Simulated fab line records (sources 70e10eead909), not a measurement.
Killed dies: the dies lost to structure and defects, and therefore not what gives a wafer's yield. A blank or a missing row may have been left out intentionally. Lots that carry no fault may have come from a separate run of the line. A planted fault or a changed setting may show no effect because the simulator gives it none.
A struck lot beside a sound one | flow nand harc | 28 steps out of a route of 1302
Sound: the wafers L554.1, L554.5, L554.6. Wafers L541.2, L541.4, L541.6 were the ones struck. The cause comes at the end.
Each step with rows lists, per side, the tool, then ch with its chambers, then its first start. Under that, the readings that differ: sound wafers | struck wafers | difference of the means | sigmas: that difference in standard deviations of wafers without a fault.
alike: words and numbers the same on both sides, and readings whose means are apart by under 2 such deviations; not compared: readings that were withheld, readings missing a value for some wafer, numbers with overlapping values and no deviation given by the record, and bounds like >300 which may hide the same value.
A row with sigmas, a row that says differs or no value, or rows on one side alone: a step with any of these is where the two part. Numbers that don't overlap but have no deviation are shown without sigmas and don't part them. Lack of a reading on every wafer of one side parts them only where that side has two or more wafers.

first, 8 steps without rows for these wafers: NHARC_A_CHANNEL_HOLE_D2_EXPOSE_07 (exposes mask HOLE D2, target cd 100 nm); NHARC_A_CHANNEL_HOLE_D2_PEB_08 (peb time 65 s); NHARC_A_CHANNEL_HOLE_D2_DEVELOP_09 (develop time 35 s); NHARC_A_CHANNEL_HOLE_D2_DESCUM_15 (chemistry O2, time 3 s); NHARC_A_CHANNEL_HOLE_D2_ETCH_38 (etches the open film in CF4, target depth 39 nm, time 65 s); NHARC_A_CHANNEL_HOLE_D2_ETCH_39 (etches the open film in N2/H2, target depth 260 nm, time 325 s); NHARC_A_CHANNEL_HOLE_D2_ETCH_34 (etches the open film in CF4/CHF3, target depth 154 nm, time 77 s); NHARC_A_CHANNEL_HOLE_D2_ETCH_16 (etches the open film in O2/COS, target depth 3100 nm, time 806 s).
NHARC_A_CHANNEL_HOLE_D2_ETCH_19: etches the open film in C4F8/O2/Ar, time 34.5 s.
  sound on har etch-01 ch 0,1, day 19 22:53; struck on har etch-01 ch 0,1, day 14 22:07
  alike: drypump motor current A, mfc ar sccm, showerhead plenum p Torr, temp c, throttle valve pct
  not compared: rf hours counter h
then, 16 steps without rows for these wafers: NHARC_A_CHANNEL_HOLE_D2_ETCH_20 (etches the open film in C4F8/O2/Ar, time 361.9 s, target depth 1600 nm); NHARC_A_CHANNEL_HOLE_D2_ETCH_21 (etches the open film in C4F8/O2/Ar, time 514.3 s, target depth 1600 nm); NHARC_A_CHANNEL_HOLE_D2_ETCH_22 (etches the open film in C4F8/O2/Ar, time 666.7 s, target depth 1600 nm); NHARC_A_CHANNEL_HOLE_D2_ETCH_23 (etches the open film in C4F8/O2/Ar, time 819 s, target depth 1600 nm); NHARC_A_CHANNEL_HOLE_D2_ETCH_24 (etches the open film in C4F8/O2/Ar, time 906.2 s, target depth 1500 nm); NHARC_A_CHANNEL_HOLE_D2_ETCH_25 (etches the open film in C4F8/O2/Ar, time 1040.2 s, target depth 1500 nm); NHARC_A_CHANNEL_HOLE_D2_ETCH_26 (etches the open film in C4F8/O2/Ar, time 224.1 s, target depth 300 nm); NHARC_A_CHANNEL_HOLE_D2_ETCH_27 (etches the open film in C4F8/O2/Ar, time 90 s, target depth 400 nm); NHARC_A_CHANNEL_HOLE_D2_STRIP_41 (strips in N2/H2); NHARC_A_CHANNEL_HOLE_D2_STRIP_42 (strips in CF4/CHF3); NHARC_A_CHANNEL_HOLE_D2_STRIP_43 (strips in O2/COS); NHARC_A_CHANNEL_HOLE_D2_ETCH_44 (etches the open film in CF4/O2, target depth 140 nm, overetch 14 nm, time 77 s); NHARC_A_CHANNEL_HOLE_D2_STRIP_28 (strips in O2); NHARC_A_CHANNEL_HOLE_D2_PRECLEAN_29 (cleans in SC1); NHARC_A_CHANNEL_HOLE_D2_SRD_30; NHARC_A_CHANNEL_HOLE_D2_XSEM_32.
NHARC_A_CHANNEL_HOLE_D2_INSPECT_40:
  sound: defect inspect-01 at day 20 04:35; struck: defect inspect-01 at day 15 03:49
  reading          | sound       | struck       | difference | sigmas
  raw defect count | 376 269 222 | 921 902 1002 | +653       | +8
then, 1 step without rows for these wafers: NHARC_A_CHANNEL_FILL_D2_PRECLEAN_00 (cleans in SC1).
-- jump in the record: it breaks off in module A_CHANNEL_FILL_D2 and resumes in module END (first step shown: number 1302 of the route), and 11 days separate the struck wafers' starts before and after --
NHARC_END_SORT_01:
  sound on prober-02 ch 0, day 30 20:57; struck on prober-01 ch 0, day 25 18:56
  reading         | sound    | struck      | difference | sigmas
  killed at array | 75 69 79 | 130 124 165 | +65        | +4
  killed dies     | 79 72 83 | 132 134 168 | +67        | +4
  alike: killed at other, killed at periphery, killed open, killed short

== WHERE THEY PART ==
First at NHARC_A_CHANNEL_HOLE_D2_INSPECT_40; last, within this record, at NHARC_END_SORT_01.

WHY: what the simulator had put in
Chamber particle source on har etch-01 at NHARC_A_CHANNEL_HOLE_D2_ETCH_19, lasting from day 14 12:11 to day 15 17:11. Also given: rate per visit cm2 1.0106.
